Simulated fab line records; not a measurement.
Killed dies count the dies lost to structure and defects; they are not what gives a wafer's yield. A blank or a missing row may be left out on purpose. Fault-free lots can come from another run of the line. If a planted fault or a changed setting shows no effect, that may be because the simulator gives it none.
fab line records | flow nandHarc
record lots=24 wafers=72 lastDay=24
route steps=1159 shown P_M2@332 P_BONDPAD@368 A_ZERO_WELL@404 A_ONON_D1@443 A_CHANNEL_HOLE_D1@470
lots untouched by any fault: they come from a run of this same line in which no faults occurred
startH: start of the lot's first displayed wafer, in hours after the record's first day | waitH: hours from the lot's prior step to this one | " repeats the value in the row above | L1.1+2: a single row standing in for several wafers | - no value, or no start was given | * or withheld: withheld | < > ~ a bound
route shown NAME@n: names a module that has steps shown in the file, with the first one's number in the route | usual: mean/standard deviation of fault-free wafers | same: alike in all rows | chamber/n: place in a boat | sites: per-site readings | _std_site: their standard deviation | _edge_site: the outer-site mean with the inner-site mean subtracted | radiusMm: how far each site lies from the wafer's centre | mask NAME#n: copy n | behind: the last tool/chamber to shape the wafer | hold: the reason the lot was held/the length of the hold in hours/how it ended | device: transistor that didn't switch, given as n, p or np | end of line: at the end of the route, the tests of the same wafers | a step given without rows: its recipe and nothing more | killed: count of dies lost to structure and defects at first sort (not the wafer's yield) | map: per-die view of a wafer (x killed, . not killed, _ where there is no die)
set.NAME: the setting as run; set.NAME@STEP: as run at that earlier step | model.NAME: the simulator's own value behind a step, which no gauge read
route steps across a sampled set of lots; one table per step, one row per wafer
services: from which hour (startH, from the record's first day; less than 0 if before it) a tool's chamber was out of use, for how many hours, and why
## steps
# step NHARC_P_M2_ETCH_35
# recipe targetDepthA=400 overetchA=120 timeS=43.94 ionEnergyEv=200 n2FlowSccm=150 h2FlowSccm=150 arFlowSccm=0 rfW=400 biasW=150 chemistry=N2/H2
# usual drypumpMotorCurrentA=5.9/0.36 mfcArSccm=0.013/0.013 oesProductAu=0.998/0.0064 rfVppV=431.3/2 showerheadPlenumPTorr=2.07/0.064 throttleValvePct=14.171/0.009
# columns lot.wafer tool chamber startH waitH drypumpMotorCurrentA mfcArSccm oesProductAu rfHoursCounterH rfVppV showerheadPlenumPTorr throttleValvePct
L075.4 rieDiel-10 3 124.64 0.1 5.9 0.001 0.997 4 430.7 2.04 14.180
L075.3 " 1 " " 6.2 0 0.998 4 432.9 2.09 14.150
L075.1 " 2 " " 6.5 0.015 1.003 4 429.8 2.00 14.159
L074.2 rieDiel-10 0 130.18 0.1 5.6 0.033 1.011 5 431.4 2.06 14.175
L074.1 " 1 " " 6.2 0 0.994 4 432.4 2.09 14.171
L074.3 " 3 " " 5.9 0.001 0.991 5 430.5 2.04 14.173
L077.2 rieDiel-10 2 141.12 0.1 6.5 0.015 0.991 5 430.6 2.00 14.181
L077.6 " 0 " " 5.6 0.033 0.992 - 430.3 2.06 14.192
L077.5 " 1 " " 6.2 0 0.995 - 432.9 2.09 14.165
L076.3 rieDiel-10 0 141.74 0.1 5.6 0.033 0.997 5 431.5 2.06 14.160
L076.5 " 0 " " 5.6 0.033 0.995 - 431.1 2.06 14.159
L076.6 " 1 " " 6.2 0 0.995 - 431.6 2.09 14.163
L078.1 rieDiel-08 1 146.45 0.1 5.6 0.025 0.997 5 427.3 1.92 14.181
L078.4 " 2 " " 5.3 0 0.995 6 434.4 2.22 14.177
L078.5 " 3 " " 5.4 0.016 0.995 - 427.2 1.98 14.171
L079.2 rieDiel-10 3 148.24 0.1 5.9 0.001 0.997 5 430.0 2.04 14.159
L079.4 " 0 " " 5.6 0.033 1.001 5 431.9 2.06 14.183
L079.3 " 2 " " 6.5 0.015 1.006 5 429.9 2.00 14.172
L080.2 rieDiel-10 2 168.24 0.1 6.5 0.015 1.001 5 430.0 2.00 14.176
L080.4 " 3 " " 5.9 0.001 0.994 6 430.3 2.04 14.163
L080.3 " 1 " " 6.2 0 1.002 5 432.6 2.09 14.149
L081.2 rieDiel-08 3 168.61 0.1 5.5 0.016 0.996 13 429.5 1.98 14.177
L081.4 " 0 " " 6.2 0.006 1.006 12 432.6 2.14 14.179
L081.1 " 2 " " 5.3 0 0.995 14 434.6 2.21 14.182
L082.4 rieDiel-10 0 172.94 0.1 5.6 0.033 1.002 6 432.8 2.06 14.174
L082.2 " 2 " " 6.5 0.015 1.000 6 428.6 2.00 14.173
L082.3 " 3 " " 5.9 0.001 0.992 6 429.0 2.04 14.177
L083.2 rieDiel-05 3 181.40 0.1 5.9 0.007 0.993 2 434.0 2.17 14.174
L083.1 " 1 " " 5.3 0.006 0.989 2 433.7 2.17 14.187
L083.4 " 2 " " 6.3 0.020 1.000 - 432.3 2.11 14.182
L084.2 rieDiel-05 1 186.81 0.1 5.3 0.006 0.989 3 433.4 2.17 14.169
L084.4 " 3 " " 5.9 0.007 1.008 - 434.8 2.17 14.165
L084.5 " 1 " " 5.3 0.006 0.998 - 433.9 2.17 14.164
L086.3 rieDiel-05 2 203.81 0.1 6.2 0.020 1.003 6 433.4 2.11 14.175
L086.4 " 2 " " 6.2 0.020 0.999 - 432.1 2.11 14.168
L086.6 " 1 " " 5.3 0.006 0.987 - 434.6 2.17 14.157
L085.1 rieDiel-10 0 204.28 0.1 5.6 0.033 0.986 1 431.2 2.06 14.173
L085.3 " 1 " " 6.2 0 0.991 1 433.0 2.09 14.163
L085.6 " 3 " " 5.9 0.001 0.996 - 431.4 2.04 14.167
L088.2 rieDiel-08 0 204.83 0.2 6.2 0.006 1.005 28 432.6 2.13 14.180
L088.4 " 2 " " 5.4 0 1.001 28 434.6 2.21 14.184
L088.5 " 0 " " 6.2 0.006 1.008 - 432.8 2.13 14.185
L087.2 rieDiel-10 0 206.37 0.1 5.6 0.033 0.996 1 432.0 2.06 14.187
L087.1 " 1 " " 6.2 0 0.991 1 431.7 2.09 14.179
L087.4 " 3 " " 5.9 0.001 0.995 1 429.7 2.04 14.172
L089.3 rieDiel-08 3 212.67 0.1 5.5 0.016 1.003 30 428.7 1.98 14.164
L089.2 " 0 " " 6.2 0.006 1.014 31 433.9 2.13 14.165
L089.4 " 1 " " 5.6 0.025 1.008 32 426.3 1.91 14.174
L090.3 rieDiel-10 3 214.17 0.1 5.9 0.001 0.993 1 431.9 2.04 14.176
L090.6 " 3 " " 5.9 0.001 0.996 - 430.3 2.04 14.171
L090.5 " 1 " " 6.2 0 0.990 - 432.3 2.09 14.156
L092.1 rieDiel-10 1 234.00 0.1 6.2 0 1.011 2 430.4 2.09 14.164
L092.2 " 2 " " 6.5 0.015 1.004 1 429.3 2.00 14.180
L092.6 " 0 " " 5.6 0.033 1.003 - 432.7 2.06 14.168
L091.3 rieDiel-08 3 234.62 0.2 5.5 0.016 0.997 36 427.4 1.97 14.166
L091.4 " 2 " " 5.3 0 1.004 37 434.9 2.20 14.181
L091.5 " 3 " " 5.5 0.016 0.989 - 428.6 1.97 14.170
L093.3 rieDiel-10 0 236.09 0.1 5.6 0.033 0.999 2 430.2 2.06 14.170
L093.4 " 3 " " 5.9 0.001 0.999 2 431.1 2.04 14.171
L093.5 " 0 " " 5.6 0.033 1.004 - 431.3 2.06 14.182
L094.4 rieDiel-10 1 244.43 0.1 6.2 0 0.997 2 432.1 2.09 14.182
L094.3 " 2 " " 6.5 0.015 0.992 1 430.6 2.00 14.177
L094.6 " 0 " " 5.6 0.033 0.993 - 431.3 2.06 14.187
L095.4 rieDiel-10 3 251.22 0.1 5.9 0.001 0.999 2 430.8 2.04 14.167
L095.1 " 2 " " 6.5 0.015 0.999 2 428.8 2.00 14.173
L095.6 " 3 " " 5.9 0.001 0.989 - 430.9 2.04 14.181
L097.3 rieDiel-10 3 255.11 0.1 5.9 0.001 0.991 3 429.9 2.04 14.178
L097.1 " 0 " " 5.6 0.033 0.996 3 431.6 2.06 14.185
L097.4 " 1 " " 6.2 0 1.000 2 431.5 2.09 14.171
L096.4 rieDiel-10 3 256.02 0.1 5.9 0.001 1.002 3 430.9 2.04 14.156
L096.1 " 1 " " 6.2 0 1.004 3 430.9 2.09 14.170
L096.3 " 2 " " 6.5 0.015 0.999 2 430.3 2.00 14.173
# step NHARC_P_M2_THK_MEAS_24
# recipe thkMeasGauge=xrf
# usual thkNm=144.4/1.3
# columns lot.wafer tool chamber startH waitH thkNm
L075.1 filmMetro-02 - 126.98 - 142.2
L075.3 " - " " 143.4
L075.4 " - " " 143.8
L074.1 filmMetro-02 - 133.06 - 143.5
L074.2 " - " " 144.3
L074.3 " - " " 144.8
L077.2 filmMetro-02 - 143.48 - 145.5
L077.5 " - " " 147.3
L077.6 " - " " 144.7
L076.3 filmMetro-01 - 144.19 - 145.5
L076.5 " - " " 144.9
L076.6 " - " " 142.2
L078.1 filmMetro-01 - 148.97 - 144.4
L078.4 " - " " 144.8
L078.5 " - " " 144.2
L079.2 filmMetro-02 - 150.59 - 146.0
L079.3 " - " " 145.0
L079.4 " - " " 144.5
L080.2 filmMetro-01 - 170.58 - 146.5
L080.3 " - " " 145.4
L080.4 " - " " 146.1
L081.1 filmMetro-02 - 170.99 - 140.6
L081.2 " - " " 144.0
L081.4 " - " " 143.2
L082.2 filmMetro-01 - 175.39 - 141.7
L082.3 " - " " 144.0
L082.4 " - " " 142.9
L083.1 filmMetro-02 - 183.84 - 146.3
L083.2 " - " " 145.0
L083.4 " - " " 145.7
L084.2 filmMetro-02 - 189.16 - 143.3
L084.4 " - " " 145.4
L084.5 " - " " 143.9
L086.3 filmMetro-01 - 206.29 - 146.0
L086.4 " - " " 141.7
L086.6 " - " " 146.8
L085.1 filmMetro-02 - 206.60 - 145.8
L085.3 " - " " 143.4
L085.6 " - " " 143.6
L088.2 filmMetro-02 - 207.21 - 147.0
L088.4 " - " " 143.7
L088.5 " - " " 143.0
L087.1 filmMetro-01 - 208.73 - 144.8
L087.2 " - " " 143.1
L087.4 " - " " 143.9
L089.2 filmMetro-02 - 215.10 - 145.0
L089.3 " - " " 142.6
L089.4 " - " " 145.5
L090.3 filmMetro-02 - 216.69 - 144.2
L090.5 " - " " 143.3
L090.6 " - " " 145.1
L092.1 filmMetro-01 - 236.54 - 145.2
L092.2 " - " " 145.9
L092.6 " - " " 146.6
L091.3 filmMetro-01 - 237.13 - 145.8
L091.4 " - " " 142.6
L091.5 " - " " 145.7
L093.3 filmMetro-01 - 238.63 - 143.6
L093.4 " - " " 144.4
L093.5 " - " " 143.5
L094.3 filmMetro-01 - 246.92 - 144.2
L094.4 " - " " 145.6
L094.6 " - " " 144.2
L095.1 filmMetro-02 - 253.89 - 144.7
L095.4 " - " " 143.3
L095.6 " - " " 144.0
L097.1 filmMetro-01 - 257.44 - 144.6
L097.3 " - " " 146.6
L097.4 " - " " 144.0
L096.1 filmMetro-01 - 258.41 - 143.1
L096.3 " - " " 144.7
L096.4 " - " " 145.4
# step NHARC_P_BONDPAD_ETCH_37
# recipe targetDepthA=600 overetchA=180 timeS=65.91 ionEnergyEv=200 n2FlowSccm=150 h2FlowSccm=150 arFlowSccm=0 rfW=400 biasW=150 chemistry=N2/H2
# usual drypumpMotorCurrentA=5.6/0.37 mfcArSccm=0.014/0.012 oesProductAu=0.999/0.0068 rfVppV=430.6/2 showerheadPlenumPTorr=2.05/0.066 throttleValvePct=14.171/0.0086
# columns lot.wafer tool chamber startH waitH drypumpMotorCurrentA mfcArSccm oesProductAu rfHoursCounterH rfVppV showerheadPlenumPTorr throttleValvePct
L075.3 rieDiel-13 2 129.25 0.1 5.3 0.006 1.010 2 428.6 1.94 14.187
L075.1 " 0 " " 5.5 0.028 1.002 2 432.3 2.09 14.155
L075.4 " 0 " " 5.5 0.028 1.005 - 431.9 2.09 14.163
L074.3 rieDiel-09 1 135.35 0.1 4.9 0 1.010 18 430.7 2.03 14.176
L074.2 " 2 " " 4.9 0 1.010 14 429.7 2.04 14.167
L074.1 " 0 " " 5.1 0.013 1.002 17 429.6 2.06 14.176
L077.2 rieDiel-13 2 145.73 0.1 5.3 0.006 1.004 4 429.0 1.94 14.168
L077.5 " 3 " " 6.0 0 0.999 - 434.1 2.10 14.170
L077.6 " 0 " " 5.5 0.028 1.005 - 431.6 2.09 14.163
L076.3 rieDiel-13 0 146.45 0.1 5.5 0.028 0.994 4 433.0 2.09 14.163
L076.6 " 1 " " 5.9 0.022 1.005 - 431.5 2.08 14.169
L076.5 " 2 " " 5.3 0.006 1.004 - 428.1 1.94 14.164
L078.4 rieDiel-13 2 151.36 0.1 5.3 0.006 0.994 5 429.3 1.94 14.184
L078.1 " 0 " " 5.5 0.028 0.998 4 430.7 2.09 14.167
L078.5 " 3 " " 6.0 0 1.005 - 432.1 2.09 14.169
L079.2 rieDiel-11 2 152.88 0.1 5.8 0.026 0.982 48 429.5 2.04 14.164
L079.3 " 3 " " 6.5 0.031 0.995 35 426.8 1.92 14.160
L079.4 " 0 " " 6.0 0 0.989 48 431.1 2.11 14.174
L081.2 rieDiel-13 0 173.28 0.1 5.5 0.028 0.995 6 431.3 2.09 14.171
L081.4 " 2 " " 5.3 0.006 0.999 7 426.6 1.94 14.169
L081.1 " 3 " " 6.0 0 0.995 5 431.4 2.09 14.165
L080.3 rieDiel-09 0 173.28 0.1 5.1 0.013 0.996 32 431.5 2.05 14.172
L080.2 " 2 " " 4.9 0 1.004 31 430.6 2.03 14.166
L080.4 " 3 " " 5.6 0 1.001 29 425.9 1.89 14.171
L082.3 rieDiel-13 1 177.65 0.1 5.8 0.022 1.006 7 432.3 2.08 14.173
L082.2 " 2 " " 5.3 0.006 0.992 7 427.8 1.94 14.157
L082.4 " 3 " " 6.0 0 1.001 5 432.6 2.09 14.162
L083.2 rieDiel-11 0 185.94 0.1 6.0 0 0.995 60 432.8 2.10 14.155
L083.1 " 1 " " 6.2 0.040 0.999 58 434.4 2.13 14.176
L083.4 " 3 " " 6.5 0.031 1.008 49 427.1 1.92 14.170
L084.4 rieDiel-13 2 191.42 0.1 5.3 0.006 0.993 9 427.4 1.94 14.166
L084.2 " 0 " " 5.5 0.028 0.995 8 431.2 2.09 14.193
L084.5 " 1 " " 5.8 0.022 0.990 - 432.4 2.08 14.164
L086.3 rieDiel-13 2 208.71 0.1 5.3 0.006 1.000 10 428.3 1.94 14.177
L086.4 " 3 " " 6.0 0 1.002 8 432.2 2.09 14.191
L086.6 " 3 " " 6.0 0 0.994 - 431.9 2.09 14.182
L085.1 rieDiel-11 0 208.87 0.1 6.0 0 1.008 6 432.1 2.10 14.172
L085.3 " 1 " " 6.2 0.040 1.016 4 432.6 2.13 14.171
L085.6 " 1 " " 6.2 0.040 1.012 - 433.1 2.13 14.178
L088.2 rieDiel-13 1 209.44 0.1 5.8 0.022 0.998 10 430.9 2.08 14.178
L088.4 " 3 " " 6.0 0 1.005 8 431.0 2.09 14.161
L088.5 " 1 " " 5.8 0.022 1.001 - 431.3 2.08 14.193
L087.2 rieDiel-13 2 210.82 0.1 5.3 0.006 1.001 10 426.3 1.94 14.180
L087.1 " 0 " " 5.5 0.028 0.996 10 432.2 2.09 14.168
L087.4 " 1 " " 5.8 0.022 0.991 10 432.2 2.08 14.176
L089.3 rieDiel-13 3 217.36 0.1 6.0 0 0.995 9 431.9 2.09 14.173
L089.4 " 0 " " 5.5 0.028 0.996 10 431.9 2.09 14.180
L089.2 " 1 " " 5.9 0.022 0.988 11 431.8 2.08 14.167
L090.3 rieDiel-13 3 218.81 0.1 6.0 0 0.994 9 430.7 2.09 14.165
L090.5 " 3 " " 6.0 0 1.000 - 430.7 2.09 14.171
L090.6 " 0 " " 5.5 0.028 0.999 - 431.7 2.09 14.164
L092.1 rieDiel-13 2 239.10 0.1 5.2 0.006 0.996 13 427.7 1.94 14.172
L092.2 " 0 " " 5.5 0.028 0.988 13 432.2 2.09 14.182
L092.6 " 1 " " 5.8 0.022 0.991 - 430.8 2.08 14.184
L091.3 rieDiel-13 2 240.22 0.1 5.3 0.006 0.999 13 428.2 1.94 14.165
L091.4 " 3 " " 6.0 0 1.005 12 431.6 2.09 14.156
L091.5 " 3 " " 6.0 0 1.006 - 432.8 2.09 14.162
L093.3 rieDiel-13 1 240.98 0.1 5.8 0.022 0.989 14 432.2 2.08 14.152
L093.4 " 0 " " 5.5 0.028 0.986 13 431.6 2.09 14.172
L093.5 " 1 " " 5.8 0.022 1.002 - 430.8 2.08 14.169
L094.4 rieDiel-13 1 249.18 0.1 5.8 0.022 0.999 14 432.9 2.08 14.175
L094.3 " 2 " " 5.3 0.006 0.997 14 427.4 1.94 14.181
L094.6 " 3 " " 6.0 0 0.997 - 431.7 2.09 14.181
L095.4 rieDiel-13 3 256.42 0.2 6.0 0 1.001 14 432.6 2.09 14.179
L095.1 " 0 " " 5.5 0.028 0.993 15 432.3 2.09 14.175
L095.6 " 2 " " 5.3 0.006 1.001 - 429.1 1.94 14.169
L097.4 rieDiel-13 1 259.59 0.1 5.8 0.022 1.001 16 431.5 2.08 14.162
L097.1 " 2 " " 5.3 0.006 0.998 16 427.0 1.94 14.165
L097.3 " 0 " " 5.5 0.028 0.990 15 431.7 2.09 14.176
L096.3 rieDiel-13 1 260.75 0.1 5.8 0.022 1.002 16 431.3 2.08 14.185
L096.4 " 2 " " 5.3 0.006 0.993 16 428.4 1.94 14.177
L096.1 " 0 " " 5.5 0.028 0.989 15 432.4 2.09 14.167
# step NHARC_A_ZERO_WELL_ETCH_19
# recipe targetDepthA=800 overetchA=240 timeS=87.88 ionEnergyEv=200 n2FlowSccm=150 h2FlowSccm=150 arFlowSccm=0 rfW=400 biasW=150 chemistry=N2/H2
# usual drypumpMotorCurrentA=5.7/0.51 mfcArSccm=0.010/0.01 oesProductAu=0.998/0.0084 rfVppV=431.0/2.8 showerheadPlenumPTorr=2.06/0.093 throttleValvePct=14.171/0.009
# columns lot.wafer tool chamber startH waitH drypumpMotorCurrentA mfcArSccm oesProductAu rfHoursCounterH rfVppV showerheadPlenumPTorr throttleValvePct
L075.3 rieDiel-04 3 133.48 0.1 6.0 0.012 0.998 1 426.2 1.89 14.185
L075.1 " 1 " " 5.0 0.006 0.997 1 432.2 2.06 14.173
L075.4 " 3 " " 6.0 0.012 1.013 - 426.5 1.89 14.162
L074.2 rieDiel-07 0 139.50 0.1 5.4 0.028 0.990 5 430.5 2.04 14.175
L074.3 " 1 " " 4.7 0.027 0.989 5 427.1 1.90 14.167
L074.1 " 2 " " 6.4 0 0.973 5 434.7 2.16 14.190
L077.2 rieDiel-02 0 149.73 0.1 5.4 0.013 1.009 8 428.2 1.97 14.164
L077.6 " 2 " " 5.8 0.018 1.020 - 433.3 2.09 14.176
L077.5 " 3 " " 5.9 0 1.008 - 434.5 2.17 14.165
L076.3 rieDiel-02 1 150.70 0.1 6.4 0.004 0.984 10 432.6 2.07 14.160
L076.5 " 3 " " 5.9 0 0.997 - 434.5 2.17 14.173
L076.6 " 0 " " 5.5 0.013 1.001 - 428.0 1.97 14.168
L078.4 rieDiel-04 3 155.93 0.1 6.0 0.012 1.006 4 425.4 1.89 14.165
L078.1 " 0 " " 5.3 0 0.992 2 429.7 2.05 14.176
L078.5 " 0 " " 5.3 0 0.995 - 430.0 2.05 14.162
L079.2 rieDiel-07 3 156.95 0.1 5.6 0 0.988 6 434.8 2.18 14.174
L079.3 " 0 " " 5.4 0.028 1.013 6 432.7 2.04 14.168
L079.4 " 1 " " 4.7 0.027 0.987 6 426.5 1.90 14.160
L080.4 rieDiel-02 0 177.78 0.1 5.4 0.013 1.005 1 427.3 1.97 14.169
L080.3 " 1 " " 6.4 0.004 1.005 1 431.9 2.06 14.162
L080.2 " 2 " " 5.9 0.018 1.006 1 431.6 2.09 14.164
L081.4 rieDiel-07 3 178.07 0.1 5.6 0 1.000 7 433.6 2.18 14.168
L081.2 " 0 " " 5.4 0.028 0.993 8 429.4 2.04 14.152
L081.1 " 1 " " 4.7 0.027 0.997 8 426.4 1.90 14.180
L082.2 rieDiel-02 0 181.89 0.1 5.4 0.013 1.000 1 428.1 1.97 14.166
L082.4 " 1 " " 6.4 0.004 0.986 1 431.7 2.06 14.173
L082.3 " 3 " " 6.0 0 0.996 1 435.5 2.17 14.181
L083.4 rieDiel-04 0 189.99 0.1 5.3 0 1.003 7 429.1 2.05 14.178
L083.1 " 2 " " 6.1 0 1.002 9 433.3 2.12 14.169
L083.2 " 3 " " 6.0 0.012 0.999 6 427.6 1.89 14.171
L084.4 rieDiel-02 2 195.79 0.1 5.8 0.018 1.015 3 432.6 2.08 14.161
L084.2 " 0 " " 5.5 0.013 1.014 3 428.8 1.97 14.157
L084.5 " 2 " " 5.9 0.018 1.002 - 432.3 2.08 14.173
L086.3 rieDiel-07 2 212.75 0.1 6.4 0 0.978 10 434.6 2.16 14.171
L086.4 " 0 " " 5.4 0.028 0.993 11 429.6 2.04 14.165
L086.6 " 2 " " 6.4 0 0.988 - 434.6 2.16 14.161
L085.3 rieDiel-02 0 212.82 0.1 5.4 0.013 1.004 4 428.7 1.97 14.164
L085.1 " 1 " " 6.4 0.004 1.004 4 431.9 2.06 14.170
L085.6 " 0 " " 5.5 0.013 0.994 - 428.5 1.97 14.174
L088.2 rieDiel-04 2 213.62 0.1 6.0 0 1.007 10 432.5 2.12 14.177
L088.4 " 0 " " 5.3 0 0.994 9 431.9 2.05 14.182
L088.5 " 1 " " 5.0 0.006 0.995 - 430.9 2.06 14.170
L087.1 rieDiel-07 1 214.89 0.1 4.7 0.027 0.987 11 426.6 1.90 14.168
L087.2 " 3 " " 5.6 0 0.998 10 433.3 2.18 14.175
L087.4 " 0 " " 5.4 0.028 1.000 11 430.8 2.04 14.175
L089.3 rieDiel-04 2 221.40 0.1 6.0 0 1.004 11 432.3 2.12 14.175
L089.2 " 3 " " 6.0 0.012 1.007 9 425.3 1.89 14.161
L089.4 " 0 " " 5.3 0 1.004 10 432.5 2.05 14.175
L090.3 rieDiel-07 3 222.74 0.1 5.6 0 1.003 10 435.2 2.18 14.168
L090.6 " 1 " " 4.7 0.027 0.993 - 426.4 1.90 14.178
L090.5 " 2 " " 6.4 0 0.993 - 434.0 2.16 14.174
L092.2 rieDiel-02 2 243.13 0.1 5.8 0.018 1.011 5 433.2 2.08 14.181
L092.1 " 0 " " 5.4 0.013 1.000 6 429.0 1.97 14.170
L092.6 " 0 " " 5.4 0.013 0.997 - 428.4 1.97 14.161
L091.3 rieDiel-02 0 244.15 0.1 5.4 0.013 1.002 6 427.9 1.97 14.180
L091.4 " 0 " " 5.4 0.013 0.994 - 427.7 1.97 14.181
L091.5 " 2 " " 5.8 0.018 1.002 - 431.1 2.08 14.176
L093.4 rieDiel-04 3 245.05 0.1 6.0 0.012 1.004 11 425.6 1.89 14.171
L093.3 " 0 " " 5.3 0 0.999 11 429.4 2.04 14.155
L093.5 " 0 " " 5.3 0 1.006 - 432.5 2.05 14.180
L094.3 rieDiel-02 2 253.22 0.1 5.8 0.018 1.003 7 431.7 2.08 14.162
L094.4 " 3 " " 5.9 0 0.995 6 433.3 2.17 14.164
L094.6 " 2 " " 5.8 0.018 0.999 - 430.3 2.08 14.175
L095.1 rieDiel-02 1 260.83 0.1 6.3 0.004 0.995 8 432.2 2.06 14.175
L095.4 " 2 " " 5.8 0.018 0.992 7 431.9 2.08 14.160
L095.6 " 1 " " 6.4 0.004 0.997 - 431.6 2.06 14.167
L097.3 rieDiel-07 3 263.65 0.1 5.7 0 0.993 2 433.6 2.18 14.166
L097.1 " 0 " " 5.4 0.028 1.022 2 431.7 2.04 14.183
L097.4 " 2 " " 6.4 0 0.996 2 432.4 2.16 14.169
L096.4 rieDiel-07 3 264.86 0.1 5.6 0 1.006 2 432.9 2.18 14.170
L096.1 " 0 " " 5.4 0.028 1.014 2 431.2 2.04 14.170
L096.3 " 1 " " 4.7 0.027 1.000 2 425.8 1.89 14.159
# step NHARC_A_ONON_D1_THK_MEAS_27
# recipe thkMeasGauge=ellipsometry
# usual thkNm=1002/9.8
# columns lot.wafer tool chamber startH waitH thkNm
L075.1 filmMetro-01 - 169.43 - 1012
L075.3 " - " " 1013
L075.4 " - " " 1013
L074.1 filmMetro-02 - 173.24 - 990
L074.2 " - " " 991
L074.3 " - " " 991
L076.3 filmMetro-02 - 183.50 - 1014
L076.5 " - " " 1015
L076.6 " - " " 1015
L077.2 filmMetro-01 - 183.52 - 994
L077.5 " - " " 992
L077.6 " - " " 995
L078.1 filmMetro-01 - 189.35 - 1011
L078.4 " - " " 1010
L078.5 " - " " 1010
L079.2 filmMetro-02 - 189.35 - 995
L079.3 " - " " 995
L079.4 " - " " 997
L081.1 filmMetro-01 - 212.03 - 992
L081.2 " - " " 992
L081.4 " - " " 992
L080.2 filmMetro-02 - 212.03 - 1007
L080.3 " - " " 1007
L080.4 " - " " 1008
L082.2 filmMetro-02 - 215.57 - 1015
L082.3 " - " " 1016
L082.4 " - " " 1014
L083.1 filmMetro-01 - 223.39 - 990
L083.2 " - " " 990
L083.4 " - " " 990
L084.2 filmMetro-01 - 231.83 - 1004
L084.4 " - " " 1005
L084.5 " - " " 1005
L088.2 filmMetro-02 - 247.90 - 1000
L088.4 " - " " 1001
L088.5 " - " " 1001
L085.1 filmMetro-02 - 247.91 - 1008
L085.3 " - " " 1007
L085.6 " - " " 1006
L087.1 filmMetro-02 - 248.27 - 992
L087.2 " - " " 994
L087.4 " - " " 993
L086.3 filmMetro-02 - 248.28 - 1018
L086.4 " - " " 1015
L086.6 " - " " 1016
L089.2 filmMetro-02 - 256.30 - 1004
L089.3 " - " " 1004
L089.4 " - " " 1003
L090.3 filmMetro-01 - 256.30 - 1003
L090.5 " - " " 1004
L090.6 " - " " 1002
L092.1 filmMetro-01 - 277.83 - 1010
L092.2 " - " " 1009
L092.6 " - " " 1010
L093.3 filmMetro-02 - 277.83 - 996
L093.4 " - " " 996
L093.5 " - " " 997
L091.3 filmMetro-01 - 277.98 - 1004
L091.4 " - " " 1003
L091.5 " - " " 1003
L094.3 filmMetro-01 - 287.66 - 991
L094.4 " - " " 992
L094.6 " - " " 994
L095.1 filmMetro-01 - 294.34 - 1022
L095.4 " - " " 1024
L095.6 " - " " 1024
L096.1 filmMetro-02 - 294.37 - 988
L096.3 " - " " 987
L096.4 " - " " 986
L097.1 filmMetro-02 - 294.38 - 993
L097.3 " - " " 995
L097.4 " - " " 994
# step NHARC_A_CHANNEL_HOLE_D1_CD_MEAS_18
# usual cdNm=99.3/1.5
# columns lot.wafer tool chamber startH waitH cdNm
L075.1 cdSem-02 - 174.54 - 99.8
L075.3 " - " " 98.7
L075.4 " - " " 100.2
L074.1 cdSem-03 - 179.36 - 98.1
L074.2 " - " " 98.2
L074.3 " - " " 98.5
L077.2 cdSem-02 - 188.64 - 97.9
L077.5 " - " " 98.2
L077.6 " - " " 97.1
L076.3 cdSem-03 - 188.96 - 98.9
L076.5 " - " " 101.9
L076.6 " - " " 98.2
L078.1 cdSem-03 - 194.72 - 99.3
L078.4 " - " " 97.8
L078.5 " - " " 99.5
L079.2 cdSem-02 - 196.65 - 97.9
L079.3 " - " " 98.1
L079.4 " - " " 97.9
L081.1 cdSem-02 - 217.50 - 98.6
L081.2 " - " " 99.4
L081.4 " - " " 98.7
L080.2 cdSem-03 - 218.09 - 99.6
L080.3 " - " " 99.7
L080.4 " - " " 98.5
L082.2 cdSem-01 - 221.15 - 98.5
L082.3 " - " " 97.6
L082.4 " - " " 99.2
L083.1 cdSem-02 - 229.47 - 97.9
L083.2 " - " " 97.3
L083.4 " - " " 101.4
L084.2 cdSem-01 - 239.02 - 100.7
L084.4 " - " " 99.1
L084.5 " - " " 97.4
L088.2 cdSem-01 - 253.20 - 98.5
L088.4 " - " " 98.5
L088.5 " - " " 98.7
L085.1 cdSem-03 - 253.47 - 98.1
L085.3 " - " " 98.3
L085.6 " - " " 98.7
L087.1 cdSem-03 - 255.08 - 100.8
L087.2 " - " " 100.4
L087.4 " - " " 99.2
L086.3 cdSem-03 - 255.38 - 96.6
L086.4 " - " " 99.8
L086.6 " - " " 99.6
L089.2 cdSem-03 - 261.90 - 98.3
L089.3 " - " " 101.1
L089.4 " - " " 101.0
L090.3 cdSem-03 - 262.10 - 98.8
L090.5 " - " " 99.1
L090.6 " - " " 98.1
L092.1 cdSem-02 - 282.99 - 96.5
L092.2 " - " " 100.4
L092.6 " - " " 98.9
L093.3 cdSem-01 - 283.23 - 100.6
L093.4 " - " " 99.8
L093.5 " - " " 100.2
L091.3 cdSem-02 - 284.49 - 97.9
L091.4 " - " " 99.9
L091.5 " - " " 96.7
L094.3 cdSem-02 - 292.78 - 98.6
L094.4 " - " " 101.0
L094.6 " - " " 101.6
L095.1 cdSem-01 - 300.05 - 99.8
L095.4 " - " " 98.3
L095.6 " - " " 99.9
L096.1 cdSem-02 - 301.93 - 101.1
L096.3 " - " " 100.4
L096.4 " - " " 100.3
L097.1 cdSem-02 - 303.62 - 98.5
L097.3 " - " " 101.7
L097.4 " - " " 99.4
## services
# columns tool chamber startH hours kind
rieDiel-11 3 101.11 6.2 repair
rieDiel-11 3 108.18 16.1 repair
rieDiel-04 - 111.90 9.0 pm
rieDiel-13 - 113.22 1.3 repair
rieDiel-13 3 120.60 16.8 repair
rieDiel-08 - 124.80 9.0 pm
rieDiel-04 0 128.57 15.5 repair
rieDiel-11 1 144.97 3.7 repair
rieDiel-10 3 156.42 5.4 repair
rieDiel-02 3 161.05 3.9 repair
rieDiel-05 - 163.62 9.0 pm
rieDiel-04 3 167.13 13.6 repair
rieDiel-10 - 176.50 9.0 pm
rieDiel-05 - 177.75 0.4 repair
rieDiel-08 - 190.55 2.4 repair
rieDiel-10 2 197.85 5.3 repair
rieDiel-02 0 200.15 1.5 repair
rieDiel-04 - 205.11 3.9 repair
rieDiel-10 2 209.00 8.1 repair
rieDiel-04 2 214.75 5.5 repair
rieDiel-07 - 228.27 9.0 pm
rieDiel-08 0 229.99 1.4 repair
rieDiel-02 3 236.04 15.7 repair
rieDiel-04 2 236.48 1.3 repair
## key
fault none
